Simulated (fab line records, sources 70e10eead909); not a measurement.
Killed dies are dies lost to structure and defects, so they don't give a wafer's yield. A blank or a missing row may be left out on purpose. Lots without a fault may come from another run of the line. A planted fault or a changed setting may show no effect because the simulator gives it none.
Which tool did it? | flow nand_harc | 6 lots, 17 wafers sampled, at 5 steps of a route of 1159

WHAT THE GAUGES READ, wafer by wafer
NHARC_END_SORT_01.
lot  | measured     | on        | killed_at_array
L263 | day 25 00:22 | prober-02 | 18

WHICH TOOL RAN EACH LOT (tool, then ch and the chambers of the sampled wafers, then the start)
lot  | NHARC_A_STAIRCASE_DESCUM_186       | NHARC_A_STAIRCASE_TRIM_193                    | NHARC_A_STAIRCASE_TRIM_196         | NHARC_A_STAIRCASE_TRIM_198
L258 | rie_diel-13 ch 1,2,3, day 11 15:44 | rie_diel-13 ch 0,1,2, day 11 18:45 or earlier | rie_diel-13 ch 0,3, day 11 18:45   | rie_diel-13 ch 0,2,3, day 11 19:10
L261 | rie_diel-13 ch 0,2,3, day 11 21:22 | rie_diel-13 ch 0,1,3, day 11 22:47 or earlier | rie_diel-13 ch 1,2,3, day 11 22:47 | rie_diel-13 ch 1,2, day 11 23:11
L263 | rie_diel-13 ch 2,3, day 13 04:38   | rie_diel-13 ch 1,3, day 13 06:14 or earlier   | rie_diel-09 ch 0,3, day 13 06:14   | rie_diel-09 ch 0,2, day 13 06:34
L266 | rie_diel-09 ch 0,2, day 13 08:41   | rie_diel-09 ch 0,2, day 13 10:18 or earlier   | rie_diel-11 ch 2,3, day 13 10:18   | rie_diel-11 ch 1,2,3, day 13 10:35
L275 | rie_diel-13 ch 2,3, day 15 13:52   | rie_diel-13 ch 0,1,2, day 15 14:59 or earlier | rie_diel-13 ch 2,3, day 15 14:59   | rie_diel-13 ch 1,2, day 15 15:18
L280 | rie_diel-09 ch 0,2, day 16 19:02   | rie_diel-09 ch 0,1,3, day 16 20:14 or earlier | rie_diel-09 ch 0,1, day 16 20:14   | rie_diel-09 ch 1,3, day 16 20:32
- NHARC_A_STAIRCASE_DESCUM_186: chemistry O2, time 3 s.
- NHARC_A_STAIRCASE_TRIM_193: chemistry O2, time 211.2 s.
- NHARC_A_STAIRCASE_TRIM_196: chemistry O2, time 211.2 s.
- NHARC_A_STAIRCASE_TRIM_198: chemistry O2, time 211.2 s.

THE ANSWER, worked out from the rows above alone
Rule: what is usual is taken from the lots themselves. Put in order of their means at a reading, lots are off if they are a third of the lots or fewer, leave a main group of 4 or more, and stand apart from it by a gap of 3 or more times the standard deviation of the main group's means; of several such gaps the widest counts. A main group whose means are all the same, to the digits that the tables above print for the reading, isn't used. A lot without any number at a reading at which 4 lots or more have one is off too. The other lots that the step has rows for count as sound.
No lot is off at any reading shown: from this, nothing can be told.

WHAT THE SIMULATOR HAD PUT IN
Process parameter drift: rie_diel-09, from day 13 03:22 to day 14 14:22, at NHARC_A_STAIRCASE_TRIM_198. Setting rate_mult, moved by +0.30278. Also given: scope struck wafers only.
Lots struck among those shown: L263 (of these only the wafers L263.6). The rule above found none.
